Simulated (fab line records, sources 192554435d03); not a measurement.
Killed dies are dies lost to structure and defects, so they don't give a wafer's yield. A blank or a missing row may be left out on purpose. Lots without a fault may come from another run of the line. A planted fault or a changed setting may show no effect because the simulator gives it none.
Split-lot experiment | flow n5_finfet | 7 lots, 21 wafers read, on a route of 1938 steps

THE SPLIT
At N5_FIN_SAQP_EXPOSE_13 (exposes mask FIN CORE, target cd 35.6 nm), the setting dose_mj was moved away from the recipe's 63.25 on 8 of the 21 wafers read, by -6.1% to +6.6%. The other wafers ran this setting at the recipe's value.

FROM THE SPLIT TO THE READING: what the file shows between them, 2 steps
- N5_FIN_SAQP_PEB_14: peb time 60 s
- N5_FIN_SAQP_DEVELOP_15: develop time 30 s

THE READING
cd_nm, in nm, at N5_FIN_SAQP_CD_MEAS_16 (target cd 35.6 nm). Fault-free wafers of this fab line usually give 35.7 nm, standard deviation 0.34 nm.

wafer  | tool, chamber at the split | dose_mj as run | against the recipe | cd_nm, nm | against lot-mates on the recipe
L075.2 | arfi_scanner-02, 0         | 63.25          | recipe             | 36.2      | -
L075.3 | arfi_scanner-02, 0         | 63.25          | recipe             | 36.3      | -
L075.6 | arfi_scanner-02, 0         | 61.78          | -2.3%              | 37.1      | +0.9
L077.1 | arfi_scanner-01, 0         | 63.25          | recipe             | 35.7      | -
L077.4 | arfi_scanner-01, 0         | 63.25          | recipe             | 35.1      | -
L077.5 | arfi_scanner-01, 0         | 63.25          | recipe             | 35.6      | -
L082.2 | arfi_scanner-02, 0         | 67.45          | +6.6%              | 33.8      | -1.5
L082.4 | arfi_scanner-02, 0         | 63.25          | recipe             | 35.3      | -
L082.5 | arfi_scanner-02, 0         | 63.25          | recipe             | 35.2      | -
L083.2 | arfi_scanner-02, 0         | 63.25          | recipe             | 35.9      | -
L083.3 | arfi_scanner-02, 0         | 63.25          | recipe             | 35.8      | -
L083.6 | arfi_scanner-02, 0         | 63.25          | recipe             | 35.6      | -
L088.1 | arfi_scanner-01, 0         | 59.37          | -6.1%              | 37.5      | +2.3
L088.2 | arfi_scanner-01, 0         | 59.37          | -6.1%              | 37.1      | +1.9
L088.6 | arfi_scanner-01, 0         | 63.25          | recipe             | 35.2      | -
L089.1 | arfi_scanner-01, 0         | 66.89          | +5.8%              | 33.9      | -2.3
L089.3 | arfi_scanner-01, 0         | 66.89          | +5.8%              | 33.8      | -2.4
L089.4 | arfi_scanner-01, 0         | 63.25          | recipe             | 36.2      | -
L097.2 | arfi_scanner-01, 0         | 64.76          | +2.4%              | 35.1      | -0.3
L097.4 | arfi_scanner-01, 0         | 64.76          | +2.4%              | 35.2      | -0.2
L097.5 | arfi_scanner-01, 0         | 63.25          | recipe             | 35.4      | -

THE FIT
A straight line over all 21 wafers: cd_nm changes by -0.293 nm for each +1% of dose_mj; r = -0.93; the points scatter about the line by 0.39 nm.
The same after taking each lot's own level away (the mean of its wafers on the recipe; 21 wafers): -0.326 nm for each +1%; r = -0.96; scatter 0.31 nm.
On that fit, the largest move of dose_mj shifts the reading by 2.2 nm.
The lots' own levels span 35.20 to 36.25 nm, that is 3.1 times the standard deviation above.
So the lot-to-lot level changes the slope: the two fits differ.
Check: with one of the wafers moved furthest among these (+6.6%) left out of the fit, the line predicts -2.33 nm for it against its lot-mates. It came out at -1.45 nm against them.

OTHER SPLITS ON THESE WAFERS
These wafers also went through other splits before the reading. Each is held against what the fit with the lots' levels taken away leaves over:
other split on the same wafers | wafers away from the commonest value | r with cd_nm (lot level and that fit taken away)
N5_WELL_APT_EXPOSE_22 dose_mj  | 11                                   | -0.08
N5_WELL_APT_PEB_23 peb_temp_c  | 7                                    | -0.22
N5_FIN_SAQP_PECVD_06 time_s    | 8                                    | -0.52

THE FILE'S OWN FIT
cd_nm changes by -0.308 nm for each +1% of dose_mj, r = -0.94.
